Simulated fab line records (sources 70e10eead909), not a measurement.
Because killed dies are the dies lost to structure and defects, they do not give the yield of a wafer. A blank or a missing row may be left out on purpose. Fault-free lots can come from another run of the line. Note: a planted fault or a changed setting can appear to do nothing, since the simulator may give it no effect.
Matching of chambers + flow nand harc + rie diel-13 running NHARC_P_STI_ETCH_42: 4 sister chambers
The step etches the open film in N2/H2, target depth 80 nm, overetch 24 nm, time 61 s. 16 wafers are shown with their chamber, then 8 later ones without.

== WAFERS PAIRED WITH THEIR CHAMBERS ==
| wafer  | chamber | drypump motor current A (A) | rf vpp V (V) | oes product au (a.u.) |
|--------|---------|-----------------------------|--------------|-----------------------|
| L476.3 | 0       | 6.54                        | 428.9        | 0.994                 |
| L476.4 | 1       | 6.35                        | 434.0        | 1.003                 |
| L476.6 | 3       | 5.95                        | 434.8        | 1.006                 |
| L478.4 | 1       | 6.31                        | 434.6        | 1.004                 |
| L478.5 | 2       | 5.76                        | 429.8        | 0.991                 |
| L478.6 | 3       | 5.92                        | 435.6        | 1.001                 |
| L483.1 | 3       | 5.92                        | 434.3        | 0.999                 |
| L483.2 | 0       | 6.55                        | 428.4        | 0.994                 |
| L483.4 | 2       | 5.74                        | 430.9        | 0.988                 |
| L486.1 | 1       | 6.35                        | 432.5        | 0.994                 |
| L486.5 | 1       | 6.36                        | 432.8        | 0.994                 |
| L486.6 | 2       | 5.68                        | 431.4        | 1.002                 |
| L487.1 | 0       | 6.51                        | 428.7        | 0.997                 |
| L487.3 | 2       | 5.72                        | 430.4        | 1.000                 |
| L487.5 | 2       | 5.78                        | 431.9        | 0.990                 |
| L490.2 | 2       | 5.74                        | 432.1        | 1.008                 |

SIGNATURES, as means of the wafers listed above
| reading                 | chamber 0 | chamber 1 | chamber 2 | chamber 3 | scatter within a chamber |
|-------------------------|-----------|-----------|-----------|-----------|--------------------------|
| drypump motor current A | 6.5333    | 6.3425    | 5.7367    | 5.9300    | 0.0272                   |
| rf vpp V                | 428.667   | 433.475   | 431.083   | 434.900   | 0.81                     |
| oes product au          | 0.99500   | 0.99875   | 0.99650   | 1.00200   | 0.00607                  |
Rule: for each reading, subtract the chamber's mean from the wafer's reading, divide by that reading's scatter and square the result; add these up over the readings and take the root, which gives the wafer's distance from the chamber. If the next closest chamber is less than 2 further off than the closest, the wafer can't be placed; otherwise it belongs to the closest. The scatter is the square root of a quotient: the sum, over the shown wafers, of each reading's squared deviation from its chamber's mean, divided by wafers minus chambers.

== WAFERS WITH NO CHAMBER GIVEN ==
| wafer  | drypump motor current A (A) | rf vpp V (V) | oes product au (a.u.) |
|--------|-----------------------------|--------------|-----------------------|
| L490.5 | 5.73                        | 431.1        | 1.001                 |
| L490.6 | 6.34                        | 432.9        | 0.996                 |
| L496.1 | 6.57                        | 429.4        | 1.001                 |
| L496.3 | 5.76                        | 431.1        | 1.010                 |
| L496.4 | 6.31                        | 434.6        | 0.985                 |
| L497.1 | 5.90                        | 435.2        | 1.017                 |
| L497.2 | 6.55                        | 429.1        | 1.011                 |
| L497.6 | 6.57                        | 429.5        | 1.004                 |

== WHICH CHAMBER EACH ONE RAN IN ==
| wafer  | from the rows above | in truth |
|--------|---------------------|----------|
| L490.5 | 2                   | 2        |
| L490.6 | 1                   | 1        |
| L496.1 | 0                   | 0        |
| L496.3 | 2                   | 2        |
| L496.4 | 1                   | 1        |
| L497.1 | 3                   | 3        |
| L497.2 | 0                   | 0        |
| L497.6 | 0                   | 0        |
Correctly placed: 8 of 8. From these rows, 0 cannot be placed. 0 placed wrongly.
